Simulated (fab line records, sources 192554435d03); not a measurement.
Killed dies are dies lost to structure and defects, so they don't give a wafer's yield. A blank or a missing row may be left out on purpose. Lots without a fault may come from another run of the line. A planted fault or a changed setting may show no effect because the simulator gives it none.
fab line records | flow n5_finfet
record lots=24 wafers=72 last_day=17
route steps=1938 shown BEOL_M13@1689 BEOL_M14@1716 BEOL_M15@1786
lots that met no fault: from a run of the same line without faults
start_h: hours from the record's first day to the start of the lot's first wafer shown | wait_h: hours since the lot's step before | " the same as in the row above | L1.1+2: a row that stands for several wafers | - no value, or no start given | * or withheld: withheld | < > ~ a bound
route shown NAME@n: a module of which the file shows steps, and the number in the route of the first | usual: mean/standard deviation of fault-free wafers | same: alike in all rows | chamber/n: place in a boat | sites: the reading at each site | _std_site: their standard deviation | _edge_site: outer sites' mean less inner sites' | radius_mm: how far each site lies from the wafer's centre | mask NAME#n: copy n | behind: the tool/chamber that last shaped the wafer | hold: why the lot was held/for how many hours/how that ended | device: the transistor (n, p or np) that didn't switch | end of line: the same wafers' tests at the end of the route | a step without rows: its recipe alone | killed: dies lost to structure and defects at the first sort, not the wafer's yield | map: a wafer's dies, x killed, . not, _ none there
set.NAME: the setting as run; set.NAME@STEP: as run at that earlier step | model.NAME: the simulator's own value behind a step, which no gauge read
steps of the route over a sample of lots; a table a step, a row a wafer
services: from which hour (start_h, from the record's first day; less than 0 if before it) a tool's chamber was out of use, for how many hours, and why
## steps
# step N5_BEOL_M13_CD_MEAS_28
# recipe target_cd_nm=209.5 landing_energy_ev=500 detector=se_inlens
# usual cd_nm=208.4/2.2
# columns lot.wafer tool chamber start_h wait_h cd_nm
L075.2 cd_sem-01 0 247.40 - 209.5
L075.5 " 0 " " 206.5
L075.6 " 0 " " 207.7
L076.3 cd_sem-01 0 247.94 - 210.3
L076.4 " 0 " " 207.9
L076.6 " 0 " " 207.8
L077.2 cd_sem-01 0 248.48 - 210.4
L077.4 " 0 " " 212.0
L077.6 " 0 " " 212.9
L074.1 cd_sem-03 0 260.82 - 210.1
L074.3 " 0 " " 205.2
L074.5 " 0 " " 206.7
L079.1 cd_sem-01 0 266.43 - 207.7
L079.3 " 0 " " 208.1
L079.5 " 0 " " 208.3
L078.4 cd_sem-01 0 268.09 - 206.9
L078.5 " 0 " " 205.2
L078.6 " 0 " " 203.8
L080.2 cd_sem-03 0 272.88 - 209.7
L080.3 " 0 " " 206.6
L080.6 " 0 " " 208.4
L081.1 cd_sem-01 0 276.49 - 209.9
L081.4 " 0 " " 209.3
L081.5 " 0 " " 210.8
L082.2 cd_sem-03 0 282.22 - 204.7
L082.4 " 0 " " 205.9
L082.5 " 0 " " 205.9
L083.1 cd_sem-01 0 298.05 - 209.2
L083.3 " 0 " " 206.1
L083.4 " 0 " " 206.3
L084.1 cd_sem-02 0 301.50 - 210.5
L084.2 " 0 " " 210.0
L084.4 " 0 " " 212.8
L086.2 cd_sem-03 0 311.65 - 207.1
L086.4 " 0 " " 205.4
L086.5 " 0 " " 208.5
L085.2 cd_sem-02 0 311.88 - 206.5
L085.3 " 0 " " 207.8
L085.6 " 0 " " 208.7
L087.1 cd_sem-03 0 321.50 - 212.4
L087.5 " 0 " " 210.8
L087.6 " 0 " " 209.3
L088.4 cd_sem-03 0 326.10 - 209.3
L088.5 " 0 " " 208.5
L088.6 " 0 " " 207.5
L089.2 cd_sem-03 0 326.80 - 208.3
L089.5 " 0 " " 204.7
L089.6 " 0 " " 205.5
L091.2 cd_sem-03 0 333.05 - 209.5
L091.5 " 0 " " 212.3
L091.6 " 0 " " 208.7
L090.2 cd_sem-03 0 345.24 - 211.6
L090.3 " 0 " " 209.0
L090.5 " 0 " " 211.3
L092.2 cd_sem-03 0 345.67 - 209.2
L092.4 " 0 " " 209.3
L092.5 " 0 " " 211.4
L094.2 cd_sem-01 0 349.44 - 208.6
L094.3 " 0 " " 210.8
L094.5 " 0 " " 210.5
L093.2 cd_sem-03 0 358.65 - 204.6
L093.3 " 0 " " 204.2
L093.6 " 0 " " 208.1
L095.2 cd_sem-02 0 359.21 - 212.2
L095.4 " 0 " " 208.3
L095.5 " 0 " " 209.3
L097.3 cd_sem-01 0 375.62 - 207.2
L097.4 " 0 " " 203.2
L097.6 " 0 " " 205.6
L096.1 cd_sem-03 0 375.95 - 212.0
L096.4 " 0 " " 207.3
L096.6 " 0 " " 209.8
# step N5_BEOL_M13_TRENCH_ETCH_34
# recipe chemistry=C4F8/O2/Ar target=SiOC target_depth_a=4134.7 mask_material=SOC pressure_mtorr=30 source_w=3000 bias_w=700 Ar_flow_sccm=400 C4F8_flow_sccm=15 O2_flow_sccm=8 he_inner_torr=15 he_outer_torr=30 time_s=162.6 ion_energy_ev=250
# usual drypump_motor_current_A=5.9/0.54 oes_product_au=0.77/0.069 rf_vpp_V=665.3/2.9 showerhead_plenum_p_Torr=3.41/0.11 throttle_valve_pct=24.13/0.26
# same time_s=162.6
# columns lot.wafer tool chamber start_h wait_h drypump_motor_current_A oes_product_au rf_hours_counter_h rf_vpp_V showerhead_plenum_p_Torr throttle_valve_pct
L075.2 rie_diel-04 1 248.06 0.0 5.0 0.84 52 667.0 3.48 24.24
L075.5 " 3 " " 6.7 0.78 - 662.6 3.27 23.86
L075.6 " 0 " " 6.1 0.71 - 667.8 3.53 24.32
L076.3 rie_diel-01 0 248.43 0.0 5.1 0.85 58 663.1 3.30 23.74
L076.4 " 2 " " 6.8 0.76 - 661.8 3.27 23.66
L076.6 " 3 " " 6.3 0.72 - 664.4 3.37 23.79
L077.2 rie_diel-02 2 248.97 0.0 6.2 0.86 40 670.0 3.61 24.05
L077.4 " 0 " " 5.6 0.91 19 668.7 3.48 24.16
L077.6 " 2 " " 6.2 0.87 - 672.1 3.61 24.07
L074.1 rie_diel-02 3 261.34 0.0 6.0 0.69 203 665.4 3.38 24.54
L074.3 " 0 " " 5.6 0.91 22 667.5 3.47 24.17
L074.5 " 2 " " 6.2 0.85 - 669.9 3.61 24.07
L079.1 rie_diel-02 2 266.92 0.0 6.2 0.85 46 671.0 3.61 24.05
L079.3 " 3 " " 6.0 0.69 205 665.4 3.38 24.56
L079.5 " 2 " " 6.2 0.85 - 670.4 3.61 24.05
L078.4 rie_diel-04 1 268.58 0.0 5.0 0.83 59 665.1 3.47 24.26
L078.5 " 0 " " 6.1 0.71 - 669.1 3.52 24.33
L078.6 " 1 " " 5.0 0.84 - 668.0 3.47 24.25
L080.2 rie_diel-01 1 273.37 0.0 6.4 0.82 72 666.7 3.49 24.55
L080.3 " 2 " " 6.8 0.76 150 662.1 3.27 23.67
L080.6 " 0 " " 5.1 0.84 - 663.3 3.30 23.73
L081.1 rie_diel-04 0 277.08 0.0 6.1 0.70 203 668.3 3.52 24.32
L081.4 " 3 " " 6.6 0.77 162 662.9 3.27 23.89
L081.5 " 0 " " 6.1 0.70 - 667.8 3.52 24.33
L082.2 rie_diel-04 3 283.90 0.0 6.7 0.77 165 663.5 3.26 23.89
L082.4 " 1 " " 5.0 0.82 - 666.0 3.47 24.25
L082.5 " 2 " " 5.7 0.70 - 660.3 3.25 23.98
L083.1 rie_diel-02 2 298.54 0.0 6.2 0.85 51 670.6 3.60 24.07
L083.3 " 0 " " 5.6 0.90 27 666.0 3.47 24.18
L083.4 " 3 " " 6.0 0.68 211 665.2 3.37 24.55
L084.1 rie_diel-01 0 302.00 0.0 5.1 0.83 77 661.7 3.30 23.75
L084.2 " 3 " " 6.3 0.71 218 665.1 3.36 23.83
L084.4 " 2 " " 6.8 0.75 160 661.0 3.26 23.67
L086.2 rie_diel-01 0 312.25 0.0 5.1 0.83 79 662.7 3.29 23.75
L086.4 " 3 " " 6.3 0.70 221 665.4 3.36 23.81
L086.5 " 2 " " 6.8 0.75 - 660.6 3.26 23.67
L085.2 rie_diel-02 0 312.72 0.0 5.6 0.89 32 668.0 3.47 24.17
L085.3 " 2 " " 6.2 0.84 56 670.6 3.60 24.06
L085.6 " 0 " " 5.6 0.89 - 668.0 3.47 24.16
L087.1 rie_diel-02 1 322.03 0.0 5.3 0.72 201 665.5 3.39 24.15
L087.5 " 1 " " 5.3 0.71 - 665.4 3.39 24.13
L087.6 " 0 " " 5.6 0.88 - 666.8 3.47 24.17
L088.4 rie_diel-02 1 326.59 0.0 5.4 0.72 203 665.3 3.39 24.14
L088.5 " 3 " " 6.0 0.68 - 664.0 3.37 24.54
L088.6 " 2 " " 6.3 0.83 - 670.8 3.60 24.09
L089.2 rie_diel-02 0 327.29 0.0 5.6 0.88 37 666.7 3.47 24.17
L089.5 " 0 " " 5.6 0.87 - 667.3 3.47 24.20
L089.6 " 3 " " 6.0 0.68 - 664.3 3.37 24.56
L091.2 rie_diel-04 2 333.54 0.0 5.7 0.70 214 662.7 3.24 23.99
L091.5 " 1 " " 5.0 0.81 - 667.9 3.46 24.26
L091.6 " 0 " " 6.1 0.68 - 668.3 3.51 24.36
L090.2 rie_diel-04 1 345.73 0.0 5.0 0.80 85 667.4 3.46 24.28
L090.3 " 3 " " 6.6 0.76 189 662.2 3.25 23.91
L090.5 " 3 " " 6.7 0.76 - 661.7 3.25 23.91
L092.2 rie_diel-02 3 346.16 0.0 6.0 0.69 226 665.2 3.37 24.57
L092.4 " 0 " " 5.6 0.88 44 667.3 3.46 24.20
L092.5 " 0 " " 5.5 0.87 - 667.6 3.46 24.20
L094.2 rie_diel-04 0 349.93 0.0 6.1 0.68 227 669.0 3.51 24.34
L094.3 " 1 " " 5.0 0.79 87 666.2 3.46 24.28
L094.5 " 2 " " 5.7 0.70 - 660.6 3.24 23.99
L093.2 rie_diel-02 1 359.14 0.0 5.4 0.71 215 663.6 3.39 24.15
L093.3 " 2 " " 6.2 0.81 70 670.4 3.59 24.08
L093.6 " 0 " " 5.6 0.85 - 667.3 3.46 24.20
L095.2 rie_diel-01 3 359.70 0.0 6.3 0.68 234 663.0 3.35 23.84
L095.4 " 0 " " 5.1 0.81 93 661.6 3.29 23.76
L095.5 " 3 " " 6.3 0.69 - 663.7 3.35 23.84
L097.3 rie_diel-02 0 376.11 0.0 5.6 0.85 51 665.9 3.46 24.20
L097.4 " 1 " " 5.4 0.71 221 665.1 3.38 24.19
L097.6 " 0 " " 5.6 0.85 - 666.7 3.46 24.22
L096.1 rie_diel-04 2 376.44 0.0 5.7 0.69 224 659.6 3.24 24.00
L096.4 " 0 " " 6.1 0.69 234 669.1 3.51 24.36
L096.6 " 2 " " 5.7 0.70 - 661.4 3.24 23.99
# step N5_BEOL_M14_ILD_DEP_00
# recipe material=SiO2 target_thk_a=11193 temp_c=400 precursor=TEOS/O2 pressure_torr=6.5 rf_w=900 teos_flow_sccm=161.4 gas=O2 flow_sccm=2650 time_s=237.4
# usual heater_power_w=562/130 showerhead_plenum_p_Torr=8.34/0.045 throttle_valve_pct=19.0/1.1
# same time_s=237.4
# columns lot.wafer tool chamber start_h wait_h heater_power_w showerhead_plenum_p_Torr throttle_valve_pct
L075.2 pecvd-02 2 251.25 0.0 501 8.42 18.3
L075.5 " 0 " " 597 8.42 17.9
L075.6 " 1 " " 450 8.35 19.6
L077.2 pecvd-04 0 252.48 0.0 863 8.32 18.4
L077.4 " 0 " " 696 8.34 18.4
L077.6 " 1 " " 376 8.25 19.3
L076.3 pecvd-02 2 255.35 0.0 411 8.41 18.1
L076.4 " 0 " " 595 8.41 17.4
L076.6 " 1 " " 443 8.33 19.7
L074.1 pecvd-01 2 264.56 0.0 486 8.40 17.9
L074.3 " 1 " " 534 8.35 18.3
L074.5 " 1 " " 416 8.35 18.1
L079.1 pecvd-01 1 269.82 0.0 496 8.32 18.2
L079.3 " 2 " " 544 8.40 17.8
L079.5 " 1 " " 545 8.33 18.1
L078.4 pecvd-04 0 272.57 0.1 703 8.35 18.2
L078.5 " 2 " " 587 8.33 20.7
L078.6 " 1 " " 379 8.27 19.1
L080.2 pecvd-04 0 276.41 0.0 826 8.30 18.5
L080.3 " 1 " " 478 8.27 19.2
L080.6 " 2 " " 631 8.32 20.7
L081.1 pecvd-04 0 279.69 0.0 820 8.33 18.6
L081.4 " 0 " " 896 8.30 18.5
L081.5 " 2 " " 581 8.29 21.2
L082.2 pecvd-02 2 287.63 0.0 505 8.41 18.2
L082.4 " 0 " " 451 8.39 18.0
L082.5 " 2 " " 393 8.41 18.3
L083.1 pecvd-01 2 303.06 0.0 446 8.37 18.1
L083.3 " 1 " " 572 8.33 18.1
L083.4 " 0 " " 616 8.35 18.5
L084.1 pecvd-04 1 305.39 0.0 508 8.25 19.5
L084.2 " 2 " " 579 8.32 21.2
L084.4 " 0 " " 896 8.32 18.4
L086.2 pecvd-04 2 317.20 0.0 628 8.31 20.9
L086.4 " 2 " " 474 8.29 20.6
L086.5 " 0 " " 707 8.32 18.2
L085.2 pecvd-02 1 317.55 0.0 563 8.34 19.5
L085.3 " 0 " " 549 8.40 17.8
L085.6 " 1 " " 444 8.33 19.6
L087.1 pecvd-04 0 325.11 0.0 709 8.32 18.4
L087.5 " 0 " " 835 8.32 18.4
L087.6 " 2 " " 572 8.31 21.0
L089.2 pecvd-02 1 330.32 0.0 515 8.32 19.5
L089.5 " 0 " " 458 8.40 17.7
L089.6 " 1 " " 569 8.34 20.0
L088.4 pecvd-04 0 332.55 0.1 695 8.33 18.2
L088.5 " 2 " " 585 8.30 20.7
L088.6 " 1 " " 500 8.26 19.4
L091.2 pecvd-01 1 336.21 0.0 565 8.33 18.0
L091.5 " 0 " " 466 8.37 18.3
L091.6 " 2 " " 411 8.41 18.0
L090.2 pecvd-02 0 348.54 0.0 575 8.42 17.9
L090.3 " 2 " " 450 8.40 18.4
L090.5 " 1 " " 444 8.36 19.5
L092.2 pecvd-04 2 349.33 0.0 566 8.31 21.3
L092.4 " 0 " " 700 8.31 18.3
L092.5 " 2 " " 477 8.32 21.0
L094.2 pecvd-01 2 354.79 0.0 537 8.40 18.4
L094.3 " 1 " " 551 8.33 18.2
L094.5 " 1 " " 426 8.33 18.3
L093.2 pecvd-04 0 361.25 0.0 735 8.33 18.5
L093.3 " 1 " " 508 8.27 19.4
L093.6 " 1 " " 379 8.27 19.3
L095.2 pecvd-04 1 363.41 0.0 431 8.28 19.3
L095.4 " 1 " " 480 8.27 19.3
L095.5 " 0 " " 698 8.31 18.7
L097.3 pecvd-01 2 380.24 0.0 523 8.36 17.9
L097.4 " 2 " " 550 8.37 18.0
L097.6 " 1 " " 431 8.33 18.1
L096.1 pecvd-04 0 380.51 0.0 888 8.34 18.5
L096.4 " 1 " " 451 8.25 19.5
L096.6 " 0 " " 707 8.30 18.6
# step N5_BEOL_M15_DESCUM_15
# recipe chemistry=O2 time_s=7.9 source_power_w=50 bias_power_w=20 pressure_mtorr=20 rf_frequency_hz=2.712e+07 temp_c=40 o2_flow_sccm=225
# usual drypump_motor_current_A=6.0/0.57 oes_product_au=0.76/0.061 rf_vpp_V=242.9/1.4 showerhead_plenum_p_Torr=2.08/0.066 throttle_valve_pct=20.42/0.24
# same time_s=7.9
# columns lot.wafer tool chamber start_h wait_h drypump_motor_current_A oes_product_au rf_hours_counter_h rf_vpp_V showerhead_plenum_p_Torr throttle_valve_pct
L075.2 rie_diel-02 2 256.35 0.0 6.2 0.86 41 245.4 2.22 20.23
L075.5 " 2 " " 6.2 0.85 - 245.2 2.22 20.24
L075.6 " 3 " " 6.0 0.68 - 242.1 2.09 21.00
L077.2 rie_diel-04 2 259.36 0.1 5.7 0.73 192 241.4 2.01 20.42
L077.4 " 3 " " 6.6 0.79 156 243.0 2.02 20.30
L077.6 " 1 " " 5.0 0.83 - 245.0 2.16 20.65
L076.3 rie_diel-04 2 261.25 0.0 5.7 0.72 192 242.6 2.01 20.42
L076.4 " 3 " " 6.6 0.78 157 241.8 2.02 20.31
L076.6 " 1 " " 5.0 0.84 - 243.1 2.16 20.66
L074.1 rie_diel-01 0 270.07 0.0 5.1 0.85 65 242.3 2.05 20.18
L074.3 " 3 " " 6.3 0.71 207 243.3 2.09 20.31
L074.5 " 3 " " 6.3 0.71 - 243.5 2.09 20.34
L079.1 rie_diel-04 2 276.02 0.0 5.7 0.72 196 240.9 2.01 20.41
L079.3 " 1 " " 5.0 0.83 60 243.6 2.16 20.66
L079.5 " 3 " " 6.7 0.78 - 242.1 2.01 20.30
L078.4 rie_diel-04 0 281.02 0.0 6.1 0.71 204 245.1 2.15 20.50
L078.5 " 3 " " 6.7 0.78 - 241.3 2.01 20.30
L078.6 " 2 " " 5.7 0.73 - 240.6 2.01 20.40
L080.2 rie_diel-04 2 282.52 0.8 5.7 0.72 199 242.2 2.01 20.43
L080.3 " 1 " " 5.0 0.82 63 243.4 2.15 20.67
L080.6 " 2 " " 5.7 0.71 - 241.0 2.00 20.43
L081.1 rie_diel-01 2 286.68 1.2 6.8 0.76 155 241.7 2.01 20.07
L081.4 " 1 " " 6.3 0.83 78 242.3 2.11 20.62
L081.5 " 1 " " 6.4 0.84 - 244.8 2.12 20.63
L082.2 rie_diel-04 3 296.30 0.0 6.7 0.77 170 241.3 2.01 20.30
L082.4 " 0 " " 6.1 0.71 207 244.1 2.15 20.50
L082.5 " 3 " " 6.7 0.77 - 242.1 2.01 20.33
L084.1 rie_diel-02 0 310.41 0.1 5.6 0.87 30 243.1 2.13 20.39
L084.2 " 1 " " 5.4 0.72 197 243.6 2.05 20.14
L084.4 " 2 " " 6.2 0.83 55 245.5 2.21 20.25
L083.1 rie_diel-01 2 310.78 0.0 6.8 0.77 162 241.7 2.01 20.07
L083.3 " 3 " " 6.3 0.70 220 240.2 2.08 20.34
L083.4 " 0 " " 5.1 0.85 79 242.2 2.04 20.18
L086.2 rie_diel-02 2 323.56 0.1 6.2 0.84 59 245.1 2.21 20.27
L086.4 " 3 " " 6.0 0.67 218 242.2 2.09 21.02
L086.5 " 1 " " 5.4 0.73 - 243.5 2.05 20.15
L085.2 rie_diel-02 2 324.74 0.8 6.2 0.84 59 244.8 2.21 20.26
L085.3 " 0 " " 5.6 0.87 36 244.4 2.12 20.40
L085.6 " 1 " " 5.4 0.71 - 242.2 2.04 20.14
L087.1 rie_diel-02 3 331.98 0.2 6.0 0.66 222 244.5 2.09 21.03
L087.5 " 3 " " 6.0 0.67 - 242.2 2.09 21.04
L087.6 " 2 " " 6.2 0.83 - 244.8 2.21 20.26
L089.2 rie_diel-04 0 337.88 0.0 6.1 0.69 222 244.3 2.14 20.53
L089.5 " 2 " " 5.7 0.71 - 241.2 2.00 20.45
L089.6 " 3 " " 6.7 0.76 - 242.1 2.01 20.34
L088.4 rie_diel-02 0 338.19 0.1 5.6 0.87 41 243.9 2.12 20.42
L088.5 " 2 " " 6.2 0.84 - 244.4 2.21 20.26
L088.6 " 1 " " 5.3 0.72 - 242.0 2.04 20.15
L091.2 rie_diel-01 0 341.00 0.0 5.1 0.83 88 241.5 2.04 20.21
L091.5 " 1 " " 6.3 0.81 - 245.2 2.11 20.66
L091.6 " 2 " " 6.8 0.75 - 240.6 2.01 20.09
L090.2 rie_diel-01 3 354.24 0.0 6.3 0.69 232 242.6 2.08 20.36
L090.3 " 0 " " 5.1 0.83 91 241.1 2.04 20.20
L090.5 " 3 " " 6.3 0.69 - 243.2 2.08 20.35
L092.2 rie_diel-04 3 354.48 0.0 6.7 0.76 192 241.6 2.00 20.34
L092.4 " 2 " " 5.7 0.70 218 242.3 2.00 20.46
L092.5 " 2 " " 5.7 0.70 - 241.5 2.00 20.45
L094.2 rie_diel-02 2 360.48 0.0 6.2 0.82 70 245.3 2.21 20.29
L094.3 " 3 " " 6.0 0.66 229 243.9 2.09 21.07
L094.5 " 3 " " 6.0 0.65 - 243.2 2.08 21.03
L093.2 rie_diel-01 1 367.05 0.0 6.3 0.80 101 242.2 2.11 20.67
L093.3 " 2 " " 6.8 0.75 178 241.1 2.00 20.10
L093.6 " 2 " " 6.8 0.75 - 242.4 2.00 20.10
L095.2 rie_diel-04 0 369.87 0.0 6.1 0.69 232 244.2 2.14 20.54
L095.4 " 2 " " 5.7 0.70 222 241.9 2.00 20.45
L095.5 " 1 " " 5.0 0.78 - 243.1 2.14 20.70
L097.3 rie_diel-04 3 386.86 0.0 6.6 0.75 199 240.9 2.00 20.36
L097.4 " 0 " " 6.1 0.69 235 243.9 2.14 20.53
L097.6 " 3 " " 6.7 0.75 - 242.9 2.00 20.35
L096.1 rie_diel-01 2 388.09 0.6 6.8 0.73 183 241.3 2.00 20.11
L096.4 " 1 " " 6.3 0.80 105 243.5 2.11 20.68
L096.6 " 0 " " 5.1 0.81 - 242.4 2.03 20.23
# step N5_BEOL_M15_STRIP_63
# recipe chemistry=O2 power_w=600 temp_c=60 pressure_mtorr=30 rf_frequency_hz=6e+07 bias_power_w=0 overash_fraction=0.3 o2_flow_sccm=225
# usual drypump_motor_current_A=5.9/0.58 oes_product_au=0.76/0.062 rf_vpp_V=3.6/0.8 showerhead_plenum_p_Torr=2.09/0.066 throttle_valve_pct=16.66/0.2
# columns lot.wafer tool chamber start_h wait_h drypump_motor_current_A oes_product_au rf_hours_counter_h rf_vpp_V showerhead_plenum_p_Torr throttle_valve_pct
L075.2 rie_diel-02 2 - - 6.2 0.86 42 3.0 2.22 16.47
L075.5 " 2 " " 6.2 0.88 - 2.8 2.22 16.47
L075.6 " 3 " " 6.0 0.69 - 3.7 2.10 17.16
L077.2 rie_diel-04 2 - - 5.8 0.72 192 3.2 2.01 16.65
L077.4 " 3 " " 6.6 0.79 156 3.9 2.02 16.52
L077.6 " 1 " " 5.0 0.83 - 4.6 2.16 16.79
L076.3 rie_diel-04 2 - - 5.7 0.73 192 2.5 2.01 16.65
L076.4 " 3 " " 6.7 0.79 157 3.2 2.02 16.53
L076.6 " 1 " " 5.0 0.84 - 4.6 2.16 16.80
L074.1 rie_diel-01 0 - - 5.1 0.84 65 3.7 2.05 16.42
L074.3 " 3 " " 6.3 0.71 207 5.1 2.09 16.58
L074.5 " 3 " " 6.3 0.71 - 3.0 2.09 16.56
L079.1 rie_diel-04 2 - - 5.8 0.72 196 3.8 2.01 16.65
L079.3 " 1 " " 5.0 0.83 61 2.8 2.16 16.80
L079.5 " 3 " " 6.6 0.79 - 4.0 2.02 16.52
L078.4 rie_diel-04 0 - - 6.1 0.71 205 4.5 2.15 16.74
L078.5 " 3 " " 6.7 0.77 - 3.6 2.02 16.54
L078.6 " 2 " " 5.7 0.71 - 4.7 2.01 16.65
L080.2 rie_diel-04 2 - - 5.7 0.72 199 3.9 2.01 16.65
L080.3 " 1 " " 5.0 0.82 64 2.7 2.16 16.79
L080.6 " 2 " " 5.7 0.72 - 3.3 2.01 16.68
L081.1 rie_diel-01 2 - - 6.8 0.75 155 4.2 2.01 16.37
L081.4 " 1 " " 6.4 0.84 78 3.4 2.12 16.81
L081.5 " 1 " " 6.3 0.83 - 2.8 2.12 16.83
L082.2 rie_diel-04 1 - - 5.0 0.82 69 2.7 2.16 16.79
L082.4 " 3 " " 6.6 0.77 - 3.9 2.02 16.56
L082.5 " 0 " " 6.1 0.72 - 3.3 2.15 16.75
L084.1 rie_diel-02 0 - - 5.6 0.88 31 3.9 2.13 16.59
L084.2 " 1 " " 5.4 0.72 197 2.9 2.05 16.51
L084.4 " 2 " " 6.2 0.85 55 3.9 2.21 16.48
L083.1 rie_diel-01 2 - - 6.8 0.77 162 3.6 2.01 16.38
L083.3 " 3 " " 6.3 0.70 220 3.6 2.09 16.59
L083.4 " 0 " " 5.1 0.86 79 2.2 2.04 16.45
L086.2 rie_diel-02 2 - - 6.2 0.84 59 3.4 2.21 16.48
L086.4 " 3 " " 6.0 0.66 219 3.0 2.09 17.20
L086.5 " 1 " " 5.3 0.72 - 1.7 2.05 16.52
L085.2 rie_diel-02 2 - - 6.2 0.83 59 4.2 2.21 16.46
L085.3 " 0 " " 5.6 0.87 36 4.7 2.13 16.58
L085.6 " 1 " " 5.3 0.72 - 4.0 2.05 16.52
L087.1 rie_diel-02 3 - - 6.0 0.66 222 4.9 2.09 17.18
L087.5 " 3 " " 5.9 0.66 - 3.5 2.09 17.21
L087.6 " 2 " " 6.2 0.84 - 3.1 2.21 16.48
L089.2 rie_diel-04 1 - - 5.0 0.79 82 4.8 2.15 16.81
L089.5 " 1 " " 5.0 0.80 - 4.4 2.15 16.83
L089.6 " 0 " " 6.1 0.70 - 3.8 2.14 16.78
L088.4 rie_diel-02 0 - - 5.6 0.86 41 3.2 2.13 16.61
L088.5 " 2 " " 6.2 0.82 - 4.5 2.21 16.48
L088.6 " 1 " " 5.4 0.72 - 3.7 2.05 16.55
L091.2 rie_diel-01 0 - - 5.1 0.83 88 3.9 2.04 16.46
L091.5 " 1 " " 6.3 0.81 - 2.4 2.11 16.83
L091.6 " 2 " " 6.8 0.75 - 2.7 2.01 16.38
L090.2 rie_diel-01 3 - - 6.3 0.69 232 2.3 2.08 16.65
L090.3 " 0 " " 5.1 0.82 91 3.0 2.04 16.45
L090.5 " 3 " " 6.3 0.68 - 2.7 2.08 16.64
L092.2 rie_diel-04 3 - - 6.7 0.76 192 3.4 2.01 16.62
L092.4 " 2 " " 5.7 0.71 218 4.8 2.00 16.69
L092.5 " 2 " " 5.7 0.71 - 3.0 2.00 16.72
L094.2 rie_diel-02 2 - - 6.2 0.83 71 4.2 2.21 16.51
L094.3 " 3 " " 6.0 0.67 230 4.4 2.09 17.21
L094.5 " 3 " " 6.0 0.66 - 1.9 2.09 17.23
L093.2 rie_diel-01 1 - - 6.4 0.80 101 4.7 2.11 16.82
L093.3 " 2 " " 6.8 0.75 178 4.7 2.01 16.39
L093.6 " 2 " " 6.8 0.75 - 4.9 2.01 16.40
L095.2 rie_diel-04 0 - - 6.1 0.68 232 4.0 2.14 16.81
L095.4 " 2 " " 5.7 0.70 222 4.1 2.00 16.71
L095.5 " 1 " " 5.0 0.80 - 3.3 2.15 16.86
L097.3 rie_diel-04 3 - - 6.6 0.74 199 4.3 2.01 16.63
L097.4 " 0 " " 6.1 0.68 235 3.2 2.14 16.80
L097.6 " 3 " " 6.7 0.75 - 2.6 2.01 16.62
L096.1 rie_diel-01 2 - - 6.8 0.75 183 3.7 2.01 16.42
L096.4 " 1 " " 6.4 0.81 106 2.9 2.11 16.85
L096.6 " 0 " " 5.1 0.81 - 4.7 2.04 16.47
# step N5_BEOL_M15_INSPECT_30
# recipe mode=adi inspect_instrument=macro
# usual raw_defect_count=2.2/1.4
# columns lot.wafer tool chamber start_h wait_h raw_defect_count
L075.2 defect_inspect-02 - 257.95 0.0 3
L075.5 " - " " 2
L075.6 " - " " 1
L077.2 defect_inspect-02 - 260.78 0.0 3
L077.4 " - " " 1
L077.6 " - " " 2
L076.3 defect_inspect-02 - 262.80 0.0 2
L076.4 " - " " 1
L076.6 " - " " 4
L074.1 defect_inspect-01 - 271.49 0.0 0
L074.3 " - " " 3
L074.5 " - " " 3
L079.1 defect_inspect-02 - 278.09 0.2 2
L079.3 " - " " 2
L079.5 " - " " 4
L078.4 defect_inspect-02 - 282.64 0.0 1
L078.5 " - " " 1
L078.6 " - " " 0
L080.2 defect_inspect-02 - 284.30 0.0 3
L080.3 " - " " 1
L080.6 " - " " 2
L081.1 defect_inspect-02 - 288.14 0.0 1
L081.4 " - " " 3
L081.5 " - " " 2
L082.2 defect_inspect-01 - 297.76 0.0 3
L082.4 " - " " 3
L082.5 " - " " 5
L084.1 defect_inspect-02 - 312.02 0.0 1
L084.2 " - " " 1
L084.4 " - " " 2
L083.1 defect_inspect-01 - 312.59 0.0 2
L083.3 " - " " 2
L083.4 " - " " 4
L086.2 defect_inspect-02 - 325.13 0.0 2
L086.4 " - " " 1
L086.5 " - " " 4
L085.2 defect_inspect-01 - 326.28 0.0 2
L085.3 " - " " 2
L085.6 " - " " 3
L087.1 defect_inspect-02 - 333.42 0.0 0
L087.5 " - " " 7
L087.6 " - " " 0
L089.2 defect_inspect-02 - 339.32 0.0 2
L089.5 " - " " 3
L089.6 " - " " 1
L088.4 defect_inspect-02 - 339.62 0.0 2
L088.5 " - " " 2
L088.6 " - " " 0
L091.2 defect_inspect-01 - 342.74 0.0 0
L091.5 " - " " 4
L091.6 " - " " 5
L090.2 defect_inspect-02 - 355.67 0.0 2
L090.3 " - " " 4
L090.5 " - " " 3
L092.2 defect_inspect-02 - 355.92 0.0 3
L092.4 " - " " 4
L092.5 " - " " 3
L094.2 defect_inspect-02 - 361.92 0.0 2
L094.3 " - " " 2
L094.5 " - " " 2
L093.2 defect_inspect-02 - 368.60 0.0 3
L093.3 " - " " 3
L093.6 " - " " 1
L095.2 defect_inspect-01 - 371.33 0.0 1
L095.4 " - " " 3
L095.5 " - " " 1
L097.3 defect_inspect-02 - 388.47 0.0 2
L097.4 " - " " 1
L097.6 " - " " 2
L096.1 defect_inspect-01 - 389.74 0.0 3
L096.4 " - " " 0
L096.6 " - " " 2
## services
# columns tool chamber start_h hours kind
pecvd-01 - 227.49 1.4 repair
pecvd-04 0 247.73 2.1 scheduled_down
pecvd-02 2 262.76 15.1 repair
rie_diel-02 0 264.59 16.2 repair
pecvd-02 - 268.90 14.6 pm
rie_diel-02 - 271.50 14.6 pm
pecvd-04 1 292.16 6.6 repair
rie_diel-04 1 310.45 4.1 repair
pecvd-04 - 320.93 1.3 repair
pecvd-02 1 333.32 4.9 repair
pecvd-04 1 345.74 5.5 scheduled_down
pecvd-02 1 360.59 10.1 repair
rie_diel-04 0 360.64 2.0 repair
rie_diel-02 0 361.79 5.2 repair
pecvd-01 1 369.82 2.1 scheduled_down
rie_diel-04 - 377.92 2.8 pm
pecvd-04 1 383.62 - clean
pecvd-04 1 383.62 - consumable_replace:showerhead
## key
fault none
